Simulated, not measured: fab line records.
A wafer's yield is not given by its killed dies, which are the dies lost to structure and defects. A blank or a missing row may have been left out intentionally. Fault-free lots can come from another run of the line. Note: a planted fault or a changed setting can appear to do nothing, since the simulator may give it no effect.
fab line records	flow n5-finfet
record lots=9	wafers=27	last-day=17
route steps=1938 shown BEOL_M10@1521 BEOL_M11@1542 PASSIVATION@1936
lots that met no fault: taken from a fault-free run of the same line
start-h: start of the lot's first displayed wafer, in hours after the record's first day	wait-h: hours from the lot's prior step to this one	" repeats the value in the row above	L1.1+2: a single row standing in for several wafers	- no value, or no start given	* or withheld: withheld	< > ~ a bound
route shown NAME@n: a module of which the file shows steps, and the number in the route of the first	usual: mean and standard deviation over wafers with no fault	same: alike in all rows	chamber/n: place in a boat	sites: readings site by site	_std_site: how widely they spread, as a standard deviation	_edge_site: inner sites' mean taken away from outer sites' mean	radius-mm: how far each site lies from the wafer's centre	mask NAME#n: copy n	behind: tool/chamber where the wafer was last shaped	hold: cause of the lot's hold/its duration in hours/its outcome	device: whichever transistor did not switch (one of n, p or np)	end of line: at the end of the route, the tests of the same wafers	a step with no rows: only its recipe	killed: the dies lost at the first sort to structure and to defects; this is not the yield of the wafer	map: shows each die of a wafer: x if killed, . if not, _ if none is there
set.NAME: setting as actually run; set.NAME@STEP: the setting as run at that earlier step	model.NAME: the simulator's own value behind a step, which no gauge read
the route's steps for a sample of lots (tables are steps, rows are wafers)
services: the hour from which a tool's chamber was out of use, counted from the record's first day as start-h (under 0 if before that day), plus the number of hours and why
## steps
# step N5_BEOL_M10_CURE_72
# recipe temp-c=370	time-s=120	ambient=DMADMS/He	material=SiCOH_lowk
# usual lamp-power-pct=52.31/0.051	wafer_temp_C_max=372.1/0.63
# same time-s=120
lot.wafer	tool	chamber	start-h	wait-h	lamp-power-pct	wafer_temp_C_max
L186.1	uv-cure-01	2	221.28	0.0	52.30	373.1
L186.3	"	2	"	"	52.28	372.1
L186.5	"	2	"	"	52.38	372.2
L184.2	uv-cure-03	2	230.50	0.1	52.31	372.5
L184.3	"	2	"	"	52.23	372.3
L184.5	"	2	"	"	52.29	372.9
L185.1	uv-cure-02	1	230.71	0.2	52.32	372.3
L185.3	"	1	"	"	52.31	372.0
L185.5	"	1	"	"	52.38	372.2
L190.1	uv-cure-01	1	259.04	0.0	52.38	371.1
L190.3	"	1	"	"	52.37	371.8
L190.5	"	1	"	"	52.25	371.4
L196.1	uv-cure-02	0	287.51	0.0	52.32	370.9
L196.3	"	0	"	"	52.44	371.2
L196.4	"	0	"	"	52.32	371.4
L197.1	uv-cure-02	2	298.37	0.0	52.40	372.4
L197.3	"	2	"	"	52.33	373.1
L197.6	"	2	"	"	52.31	372.7
L198.1	uv-cure-01	1	304.63	0.0	52.38	372.3
L198.3	"	1	"	"	52.35	372.5
L198.5	"	1	"	"	52.34	371.8
L205.1	uv-cure-02	0	345.51	0.3	52.29	371.1
L205.3	"	0	"	"	52.37	371.5
L205.4	"	0	"	"	52.32	371.3
L204.1	uv-cure-01	1	345.52	0.2	52.30	371.6
L204.4	"	1	"	"	52.38	372.1
L204.6	"	1	"	"	52.31	371.8
# step N5_BEOL_M10_ALD_74
# recipe material=TaN	target-thk-a=20	temp-c=275	ald-precursor-family=PDMAT	ald-co-reactant=NH3	pressure-torr=3	carrier-flow-sccm=1500	pulse-time-s=2	purge-time-s=3	co-reactant-purge-time-s=2	co-reactant-pulse-time-s=3	ald-cycles=40	precursor-vessel-temp-c=75	precursor-vessel-pressure-torr=26.25	precursor-vessel-carrier-sccm=1000
# usual heater-power-w=391/48
lot.wafer	tool	chamber	start-h	wait-h	heater-power-w
L186.1	ald-metal-02	0	223.33	0.0	349
L186.3	"	1	"	"	341
L186.5	"	0	"	"	354
L184.2	ald-metal-01	0	231.17	0.0	391
L184.3	"	3	"	"	369
L184.5	"	2	"	"	357
L185.1	ald-metal-03	3	231.25	0.0	454
L185.3	"	2	"	"	312
L185.5	"	2	"	"	317
L190.1	ald-metal-02	0	259.94	0.0	349
L190.3	"	2	"	"	396
L190.5	"	2	"	"	414
L196.1	ald-metal-01	3	288.15	0.1	380
L196.3	"	0	"	"	393
L196.4	"	2	"	"	356
L197.1	ald-metal-03	3	298.79	0.0	446
L197.3	"	0	"	"	409
L197.6	"	0	"	"	414
L198.1	ald-metal-02	0	305.25	0.1	362
L198.3	"	3	"	"	434
L198.5	"	3	"	"	436
L205.1	ald-metal-03	1	346.15	0.0	504
L205.3	"	2	"	"	314
L205.4	"	0	"	"	411
L204.1	ald-metal-01	3	346.31	0.2	370
L204.4	"	1	"	"	369
L204.6	"	0	"	"	403
# step N5_BEOL_M10_ANNEAL_51
# recipe temp-c=225	time-s=90	ambient=N2
# usual wafer_temp_C_max=226.1/0.38
# same time-s=90
lot.wafer	tool	chamber	start-h	wait-h	wafer_temp_C_max
L186.1	rtp-anneal-02	0	224.49	0.3	225.6
L186.3	"	0	"	"	225.7
L186.5	"	0	"	"	225.6
L184.2	rtp-anneal-02	0	232.36	0.5	225.9
L184.3	"	0	"	"	225.9
L184.5	"	0	"	"	225.9
L185.1	rtp-anneal-01	0	232.41	0.4	225.7
L185.3	"	0	"	"	226.4
L185.5	"	0	"	"	225.9
L190.1	rtp-anneal-01	0	260.64	0.1	226.6
L190.3	"	0	"	"	226.6
L190.5	"	0	"	"	226.4
L196.1	rtp-anneal-01	0	289.55	0.5	226.3
L196.3	"	0	"	"	226.4
L196.4	"	0	"	"	226.8
L197.1	rtp-anneal-01	0	299.61	0.1	226.5
L197.3	"	0	"	"	226.9
L197.6	"	0	"	"	226.9
L198.1	rtp-anneal-02	0	306.97	0.2	225.7
L198.3	"	0	"	"	225.7
L198.5	"	0	"	"	225.8
L205.1	rtp-anneal-02	0	347.05	0.2	225.5
L205.3	"	0	"	"	225.5
L205.4	"	0	"	"	225.7
L204.1	rtp-anneal-02	0	347.50	0.3	225.8
L204.4	"	0	"	"	225.7
L204.6	"	0	"	"	225.9
# step N5_BEOL_M11_COAT_60
# recipe resist=SiARC	temp-c=220	time-s=60	spin-rpm=1500	resist-thk-nm=30
# usual exhaust-pa=45.1/0.87	spin-speed-rpm=1499.9/1.3
# same time-s=60
lot.wafer	tool	chamber	start-h	wait-h	exhaust-pa	spin-speed-rpm
L186.1	litho-track-01	0	226.91	-	44.9	1498.0
L186.3	"	0	"	"	43.4	1499.4
L186.5	"	0	"	"	43.2	1499.4
L185.1	litho-track-03	0	234.68	-	45.4	1500.6
L185.3	"	0	"	"	45.6	1502.1
L185.5	"	0	"	"	43.3	1499.7
L184.2	litho-track-01	0	234.92	-	44.4	1500.7
L184.3	"	0	"	"	43.8	1499.2
L184.5	"	0	"	"	44.9	1499.0
L190.1	litho-track-03	0	265.29	-	45.2	1499.8
L190.3	"	0	"	"	45.7	1499.1
L190.5	"	0	"	"	45.6	1499.7
L196.1	litho-track-01	0	293.51	-	45.8	1196.8
L196.3	"	0	"	"	46.8	1199.3
L196.4	"	0	"	"	47.3	1194.8
L197.1	litho-track-01	0	302.16	-	44.7	1198.9
L197.3	"	0	"	"	44.6	1197.7
L197.6	"	0	"	"	46.0	1197.8
L198.1	litho-track-03	0	309.08	-	44.6	1499.1
L198.3	"	0	"	"	44.3	1501.0
L198.5	"	0	"	"	44.8	1501.1
L205.1	litho-track-03	0	349.66	-	45.4	1497.9
L205.3	"	0	"	"	45.4	1499.9
L205.4	"	0	"	"	45.3	1498.7
L204.1	litho-track-02	0	349.87	-	45.1	1499.6
L204.4	"	0	"	"	44.5	1500.7
L204.6	"	0	"	"	44.7	1500.6
# step N5_BEOL_M11_ETCH_61
# recipe chemistry=CF4	target=SiARC	target-depth-a=390	mask-material=CAR-ArF	time-s=65	ion-energy-ev=80	pressure-mtorr=40	source-w=545	bias-w=36	Ar_flow_sccm=100	cf4-flow-sccm=100	ends=cleared
# usual drypump-motor-current-A=5.8/0.41	etch-rf-on-time-s=64.4/2.1	oes-product-au=0.68/0.083	rf-vpp-V=184.1/1.1	showerhead-plenum-p-Torr=2.14/0.057	throttle-valve-pct=15.6/0.33
lot.wafer	tool	chamber	start-h	wait-h	drypump-motor-current-A	etch-rf-on-time-s	oes-product-au	rf-hours-counter-h	rf-vpp-V	showerhead-plenum-p-Torr	throttle-valve-pct
L186.1	rie-diel-01	0	227.40	0.0	5.1	62.8	0.62	193	183.6	2.22	15.7
L186.3	"	1	"	"	5.6	63.4	0.83	7	184.2	2.09	15.0
L186.5	"	0	"	"	5.1	62.7	0.62	-	186.0	2.22	15.7
L185.1	rie-diel-01	0	236.00	0.0	5.1	62.7	0.62	196	184.8	2.22	15.7
L185.3	"	2	"	"	5.4	63.0	0.72	85	184.9	2.15	15.7
L185.5	"	2	"	"	5.4	63.0	0.72	-	185.7	2.15	15.7
L184.2	rie-diel-03	3	236.42	0.0	6.6	68.5	0.73	49	183.9	2.26	15.4
L184.3	"	2	"	"	6.4	63.7	0.63	181	181.5	2.14	15.7
L184.5	"	2	"	"	6.4	63.7	0.63	-	184.1	2.14	15.7
L190.1	rie-diel-03	0	265.65	0.0	6.1	67.6	0.62	184	184.4	2.21	15.5
L190.3	"	3	"	"	6.6	69.4	0.71	57	186.0	2.25	15.4
L190.5	"	3	"	"	6.6	68.7	0.72	-	185.4	2.25	15.4
L196.1	rie-diel-02	3	294.25	0.0	5.8	72.5	0.57	244	183.1	2.10	16.1
L196.3	"	1	"	"	5.7	76.2	0.58	226	184.6	2.06	16.1
L196.4	"	2	"	"	6.0	71.5	0.62	213	186.9	2.21	15.8
L197.1	rie-diel-02	2	302.72	0.0	6.0	72.3	0.62	215	184.4	2.21	15.8
L197.3	"	1	"	"	5.7	74.5	0.59	229	182.1	2.06	16.1
L197.6	"	0	"	"	6.0	68.5	0.78	-	183.5	2.15	15.2
L198.1	rie-diel-02	1	309.44	0.0	5.7	67.0	0.58	231	183.6	2.06	16.1
L198.3	"	0	"	"	5.9	60.6	0.78	26	184.6	2.15	15.2
L198.5	"	3	"	"	5.7	64.5	0.57	-	184.0	2.09	16.1
L205.1	rie-diel-01	1	350.15	0.0	5.6	62.9	0.76	49	183.0	2.07	15.1
L205.3	"	2	"	"	5.4	64.3	0.69	122	182.1	2.14	15.8
L205.4	"	3	"	"	6.4	64.4	0.79	24	183.1	2.09	15.3
L204.1	rie-diel-02	2	350.41	0.0	6.0	64.5	0.60	234	184.5	2.21	15.9
L204.4	"	0	"	"	5.9	60.5	0.76	42	183.8	2.15	15.3
L204.6	"	0	"	"	6.0	60.8	0.76	-	185.2	2.15	15.2
# step N5_PASSIVATION_PROBE_49
# usual defect-limited-yield=91.4/1.5	killed_at_M0_to_M3=36/11	killed_at_M4_up=14/6	killed-at-contacts=11/6	killed-at-front-end=37/11	killed-at-other=4/3.4	killed-dies=102/18	killed-open=66/13	killed-short=34/7.8	sort_bin_5_function=5.0/0.97	sort_bin_6_memory=3.2/0.7	sort-n-pass=1078/19	sort-yield-pct=91.3/1.6
# same gross-dies=1180	killed-at-back-side=0	sort_bin_4_leakage[%]=0	sort_bin_8_speed[%]=0
lot.wafer	tool	chamber	start-h	wait-h	defect-limited-yield[%]	killed_at_M0_to_M3	killed_at_M4_up	killed-at-contacts	killed-at-front-end	killed-at-other	killed-dies	killed-open	killed-short	sort_bin_5_function[%]	sort_bin_6_memory[%]	sort-n-pass	sort-yield-pct[%]
L186.1	prober-01	-	271.72	0.0	91.7	30	16	15	28	9	98	60	34	4.2	3.9	1082	91.7
L186.3	prober-01	-	271.82	0.1	92.5	41	15	7	24	1	88	46	39	4.4	2.5	1092	92.5
L186.5	prober-01	-	271.92	0.2	91.7	25	21	7	37	8	98	66	30	5.3	3.0	1082	91.7
L184.2	prober-02	-	281.74	0.1	90.3	43	23	18	29	2	115	83	30	5.8	3.6	1065	90.3
L184.3	prober-02	-	281.79	0.1	90.7	38	16	5	45	6	110	71	35	5.7	3.5	1070	90.7
L184.5	prober-02	-	281.89	0.2	92.3	28	13	5	41	4	91	61	27	4.3	3.1	1089	92.3
L185.1	prober-01	-	286.92	0.0	92.9	28	16	5	34	1	84	57	24	4.3	2.5	1096	92.9
L185.3	prober-01	-	287.02	0.1	93.4	22	6	8	34	8	78	42	34	3.3	2.8	1102	93.4
L185.5	prober-01	-	287.12	0.2	92.7	27	14	12	31	2	86	57	26	4.2	2.9	1094	92.7
L190.1	prober-02	-	313.20	0.0	90.8	40	8	16	42	2	108	66	40	6.0	3.1	1072	90.8
L190.3	prober-02	-	313.30	0.1	90.4	41	9	19	37	7	113	78	33	4.9	4.3	1067	90.4
L190.5	prober-02	-	313.40	0.2	90.2	41	15	18	41	1	116	89	25	5.9	3.5	1064	90.2
L196.1	prober-02	-	344.63	0.8	92.6	34	17	4	25	7	87	47	39	4.5	2.5	1093	92.6
L196.3	prober-02	-	344.73	0.9	92.5	36	14	6	31	2	89	48	41	3.6	3.7	1091	92.5
L196.4	prober-02	-	344.78	0.9	89.1	39	19	7	61	3	129	78	49	6.5	3.9	1051	89.1
L197.1	prober-02	-	349.82	0.9	93.5	27	13	5	31	1	77	45	30	3.4	2.7	1103	93.5
L197.3	prober-02	-	349.92	1.0	90.8	31	13	21	41	2	108	65	43	5.3	3.5	1072	90.8
L197.6	prober-02	-	350.07	1.1	90.1	36	28	7	44	2	117	83	33	6.1	3.6	1063	90.1
L198.1	prober-02	-	359.21	0.5	90.0	48	24	26	20	0	118	87	31	5.9	3.7	1062	90.0
L198.3	prober-02	-	359.31	0.6	90.6	22	36	6	43	4	111	71	39	5.3	3.8	1069	90.6
L198.5	prober-02	-	359.41	0.7	91.5	30	25	8	36	1	100	64	35	5.7	2.5	1080	91.5
L205.1	prober-01	-	395.07	0.0	91.0	23	16	13	54	0	106	71	33	5.5	3.4	1074	91.0
L205.3	prober-01	-	395.17	0.1	93.6	20	13	12	29	1	75	50	23	3.9	2.0	1105	93.6
L205.4	prober-01	-	395.22	0.2	91.5	37	7	16	37	3	100	68	32	5.4	2.3	1080	91.5
L204.1	prober-02	-	397.03	0.0	91.8	14	18	6	44	15	97	65	32	5.2	3.1	1083	91.8
L204.4	prober-02	-	397.18	0.2	90.9	47	8	12	34	6	107	74	28	4.8	3.9	1073	90.9
L204.6	prober-02	-	397.28	0.3	92.8	30	10	9	29	7	85	65	19	4.2	2.7	1095	92.8
# killed by level:class
L186.1 MOL_CONTACT_COAG:geometric-particle:open=13 BEOL_M2:geometric-particle:open=9 BEOL_M4:geometric-particle:open=6 BEOL_M0_SAQP:geometric-particle:open=5 DUMMY_GATE:geometric-particle:open=4 BEOL_M0_SAQP:geometric-particle:short=4 BEOL_M3:geometric-particle:open=4 PASS1_CAP:geometric-particle:open=4
L186.3 FIN_SAQP:geometric-particle:short=11 BEOL_M0_SAQP:geometric-particle:short=11 BEOL_M0_SAQP:geometric-particle:open=9 BEOL_M3:geometric-particle:open=6 BEOL_M2:geometric-particle:open=5 FIN_SAQP:geometric-particle:open=4 MOL_CONTACT_COAG:geometric-particle:short=4 BEOL_M3:geometric-particle:short=4
L186.5 BEOL_M4:geometric-particle:open=16 FIN_SAQP:geometric-particle:open=9 STI_FIN_REVEAL:geometric-particle:open=6 BEOL_M0_SAQP:geometric-particle:open=5 BEOL_M2:geometric-particle:open=5 BEOL_M3:geometric-particle:open=5 FIN_SAQP:geometric-particle:short=4 GATE_CUT:geometric-particle:short=4
L184.2 MOL_CONTACT_COAG:geometric-particle:open=13 BEOL_M1:geometric-particle:open=13 BEOL_M4:geometric-particle:open=11 STI_FIN_REVEAL:geometric-particle:open=10 BEOL_M0_SAQP:geometric-particle:short=9 BEOL_M3:geometric-particle:open=7 BEOL_M0_SAQP:geometric-particle:open=6 FIN_SAQP:geometric-particle:open=5
L184.3 STI_FIN_REVEAL:geometric-particle:open=13 FIN_SAQP:geometric-particle:open=9 BEOL_M3:geometric-particle:open=7 BEOL_M0_SAQP:geometric-particle:open=6 FIN_SAQP:geometric-particle:short=5 BEOL_M0_SAQP:geometric-particle:short=5 BEOL_M1:geometric-particle:open=5 BEOL_M8:geometric-particle:open=5
L184.5 FIN_SAQP:geometric-particle:open=10 BEOL_M0_SAQP:geometric-particle:open=9 FIN_SAQP:geometric-particle:short=6 STI_FIN_REVEAL:geometric-particle:open=5 GATE_CUT:geometric-particle:short=5 BEOL_M3:geometric-particle:open=5 BEOL_M4:geometric-particle:open=5 STARTING-WAFER:geometric-particle:short=4
L185.1 BEOL_M0_SAQP:geometric-particle:open=8 BEOL_M3:geometric-particle:open=7 FIN_SAQP:geometric-particle:short=6 STI_FIN_REVEAL:geometric-particle:open=6 MOL_CONTACT_COAG:geometric-particle:open=5 BEOL_M2:geometric-particle:open=5 FIN_SAQP:geometric-particle:open=4 DUMMY_GATE:geometric-particle:open=4
L185.3 FIN_SAQP:geometric-particle:short=9 FIN_SAQP:geometric-particle:open=6 MOL_CONTACT_COAG:geometric-particle:open=6 BEOL_M2:geometric-particle:open=5 BEOL_M3:geometric-particle:open=5 ILD0:geometric-particle:short=4 GATE_CUT:geometric-particle:open=3 GATE_CUT:geometric-particle:short=3
L185.5 MOL_CONTACT_COAG:geometric-particle:open=11 BEOL_M3:geometric-particle:open=9 BEOL_M0_SAQP:geometric-particle:short=7 FIN_SAQP:geometric-particle:short=6 DUMMY_GATE:geometric-particle:open=6 STI_FIN_REVEAL:geometric-particle:open=5 BEOL_M2:geometric-particle:open=4 FIN_SAQP:geometric-particle:open=3
L190.1 MOL_CONTACT_COAG:geometric-particle:open=13 BEOL_M3:geometric-particle:open=11 BEOL_M0_SAQP:geometric-particle:short=11 FIN_SAQP:geometric-particle:open=9 STI_FIN_REVEAL:geometric-particle:open=7 BEOL_M0_SAQP:geometric-particle:open=5 BEOL_M1:geometric-particle:open=5 STI_FIN_REVEAL:geometric-particle:short=4
L190.3 FIN_SAQP:geometric-particle:open=17 MOL_CONTACT_COAG:geometric-particle:open=14 BEOL_M1:geometric-particle:open=11 BEOL_M3:geometric-particle:open=7 BEOL_M0_SAQP:geometric-particle:open=6 BEOL_M2:geometric-particle:open=6 MOL_CONTACT_COAG:geometric-particle:short=5 BEOL_M0_SAQP:geometric-particle:short=5
L190.5 MOL_CONTACT_COAG:geometric-particle:open=16 FIN_SAQP:geometric-particle:open=12 BEOL_M3:geometric-particle:open=12 FIN_SAQP:geometric-particle:short=9 BEOL_M4:geometric-particle:open=8 BEOL_M0_SAQP:geometric-particle:open=8 BEOL_M2:geometric-particle:open=8 STI_FIN_REVEAL:geometric-particle:open=6
L196.1 BEOL_M4:geometric-particle:open=10 BEOL_M3:geometric-particle:short=8 FIN_SAQP:geometric-particle:open=7 FIN_SAQP:geometric-particle:short=5 BEOL_M0_SAQP:geometric-particle:open=5 BEOL_M0_SAQP:geometric-particle:short=5 BEOL_M3:geometric-particle:open=5 BEOL_M1:geometric-particle:open=4
L196.3 BEOL_M0_SAQP:geometric-particle:short=11 BEOL_M0_SAQP:geometric-particle:open=8 FIN_SAQP:geometric-particle:open=7 FIN_SAQP:geometric-particle:short=6 STI_FIN_REVEAL:geometric-particle:open=5 MOL_CONTACT_COAG:geometric-particle:open=5 BEOL_M1:geometric-particle:open=5 GATE_CUT:geometric-particle:short=4
L196.4 FIN_SAQP:geometric-particle:open=24 FIN_SAQP:geometric-particle:short=13 BEOL_M0_SAQP:geometric-particle:short=13 BEOL_M0_SAQP:geometric-particle:open=12 BEOL_M4:geometric-particle:open=12 GATE_CUT:geometric-particle:short=7 MOL_CONTACT_COAG:geometric-particle:open=6 BEOL_M4:geometric-particle:short=6
L197.1 FIN_SAQP:geometric-particle:short=6 STI_FIN_REVEAL:geometric-particle:open=6 BEOL_M0_SAQP:geometric-particle:open=6 GATE_CUT:geometric-particle:short=6 BEOL_M1:geometric-particle:open=6 BEOL_M3:geometric-particle:open=5 FIN_SAQP:geometric-particle:open=4 BEOL_M0_SAQP:geometric-particle:short=3
L197.3 MOL_CONTACT_COAG:geometric-particle:open=14 FIN_SAQP:geometric-particle:short=13 BEOL_M0_SAQP:geometric-particle:open=10 STI_FIN_REVEAL:geometric-particle:open=8 MOL_CONTACT_COAG:geometric-particle:short=7 BEOL_M4:geometric-particle:open=7 FIN_SAQP:geometric-particle:open=5 BEOL_M0_SAQP:geometric-particle:short=5
L197.6 BEOL_M4:geometric-particle:open=19 STI_FIN_REVEAL:geometric-particle:open=11 FIN_SAQP:geometric-particle:open=10 BEOL_M1:geometric-particle:open=8 BEOL_M2:geometric-particle:open=7 FIN_SAQP:geometric-particle:short=6 MOL_CONTACT_COAG:geometric-particle:open=5 BEOL_M3:geometric-particle:open=5
L198.1 MOL_CONTACT_COAG:geometric-particle:open=24 BEOL_M2:geometric-particle:open=13 BEOL_M0_SAQP:geometric-particle:short=11 BEOL_M0_SAQP:geometric-particle:open=11 BEOL_M4:geometric-particle:open=10 BEOL_M5:geometric-particle:open=7 FIN_SAQP:geometric-particle:open=5 BEOL_M1:geometric-particle:open=5
L198.3 BEOL_M4:geometric-particle:open=14 FIN_SAQP:geometric-particle:short=12 BEOL_M5:geometric-particle:open=8 STI_FIN_REVEAL:geometric-particle:open=7 BEOL_M0_SAQP:geometric-particle:short=7 GATE_CUT:geometric-particle:short=6 BEOL_M0_SAQP:geometric-particle:open=6 FIN_SAQP:geometric-particle:open=5
L198.5 BEOL_M0_SAQP:geometric-particle:open=9 BEOL_M4:geometric-particle:open=9 FIN_SAQP:geometric-particle:open=7 MOL_CONTACT_COAG:geometric-particle:open=7 GATE_CUT:geometric-particle:short=6 FIN_SAQP:geometric-particle:short=5 BEOL_M3:geometric-particle:open=5 BEOL_M2:geometric-particle:open=5
L205.1 FIN_SAQP:geometric-particle:short=15 FIN_SAQP:geometric-particle:open=13 STI_FIN_REVEAL:geometric-particle:open=12 MOL_CONTACT_COAG:geometric-particle:open=10 BEOL_M4:geometric-particle:open=9 BEOL_M2:geometric-particle:open=8 BEOL_M3:geometric-particle:open=6 BEOL_M0_SAQP:geometric-particle:short=5
L205.3 FIN_SAQP:geometric-particle:open=11 MOL_CONTACT_COAG:geometric-particle:open=8 FIN_SAQP:geometric-particle:short=7 BEOL_M3:geometric-particle:open=6 BEOL_M4:geometric-particle:open=5 MOL_CONTACT_COAG:geometric-particle:short=4 BEOL_M0_SAQP:geometric-particle:short=4 BEOL_M2:geometric-particle:open=4
L205.4 MOL_CONTACT_COAG:geometric-particle:open=15 BEOL_M0_SAQP:geometric-particle:open=15 FIN_SAQP:geometric-particle:open=12 FIN_SAQP:geometric-particle:short=9 BEOL_M0_SAQP:geometric-particle:short=7 BEOL_M1:geometric-particle:open=6 STARTING-WAFER:geometric-particle:short=4 GATE_CUT:geometric-particle:short=3
L204.1 STI_FIN_REVEAL:geometric-particle:open=11 BEOL_M4:geometric-particle:open=7 FIN_SAQP:geometric-particle:open=6 DUMMY_GATE:geometric-particle:open=6 MOL_CONTACT_COAG:geometric-particle:open=6 PASS1_CAP:geometric-particle:open=6 STI_FIN_REVEAL:geometric-particle:short=5 BEOL_M0:geometric-particle:open=4
L204.4 BEOL_M0_SAQP:geometric-particle:short=12 MOL_CONTACT_COAG:geometric-particle:open=11 BEOL_M0_SAQP:geometric-particle:open=10 BEOL_M2:geometric-particle:open=9 FIN_SAQP:geometric-particle:open=8 BEOL_M3:geometric-particle:open=7 DUMMY_GATE:geometric-particle:open=6 FIN_SAQP:geometric-particle:short=3
L204.6 STI_FIN_REVEAL:geometric-particle:open=10 BEOL_M1:geometric-particle:open=8 MOL_CONTACT_COAG:geometric-particle:open=7 BEOL_M2:geometric-particle:open=7 BEOL_M3:geometric-particle:open=6 DUMMY_GATE:geometric-particle:open=5 BEOL_M0_SAQP:geometric-particle:open=5 BEOL_M4:geometric-particle:open=5
## services
tool	chamber	start-h	hours	kind
rie-diel-03	-	198.08	1.1	repair
rie-diel-03	-	199.54	2.6	repair
rie-diel-02	0	201.57	-	clean
rie-diel-02	0	201.57	-	consumable-replace:focus-ring
rie-diel-02	0	201.57	21.2	scheduled-down
rie-diel-02	0	201.57	21.2	vent-cycle
rie-diel-01	3	213.02	48.6	repair
rie-diel-03	0	216.61	2.9	repair
uv-cure-02	-	240.52	1.9	repair
ald-metal-02	3	258.02	4.0	repair
ald-metal-02	-	277.69	2.8	pm
uv-cure-01	-	282.81	2.1	pm
rie-diel-03	-	283.25	0.1	repair
uv-cure-03	-	286.17	2.1	pm
uv-cure-02	-	296.72	1.0	pm
rie-diel-03	1	299.40	1.6	repair
rie-diel-02	1	311.81	7.9	repair
rie-diel-02	3	314.33	6.4	repair
ald-metal-01	1	318.31	25.0	repair
rie-diel-02	3	320.94	-	clean
rie-diel-02	3	320.94	-	consumable-replace:focus-ring
ald-metal-01	-	326.88	2.8	pm
ald-metal-02	-	337.25	14.0	pm
rie-diel-01	2	344.05	3.6	repair
## key
first-sign step=N5_BEOL_M11_COAT_60	reading=spin-speed-rpm	direction=down	sigmas=99+	usual=*	struck=*
effect step=N5_BEOL_M11_ETCH_61	reading=etch-rf-on-time-s	direction=up	sigmas=3.9	usual=*	struck=*
met-at N5_BEOL_M11_COAT_60
struck-lots L196,L197
not-acting-at N5_BEOL_M10_CURE_72,N5_BEOL_M10_ALD_74,N5_BEOL_M10_ANNEAL_51
onset-between 234.92 293.51
fault kind=process-parameter-drift	tool=litho-track-01	chamber=-	onset-h=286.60	steps=N5_BEOL_M11_COAT_60	channel=spin-rpm	offset=*	shape=step	end-h=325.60	acts-in=*	stated=*
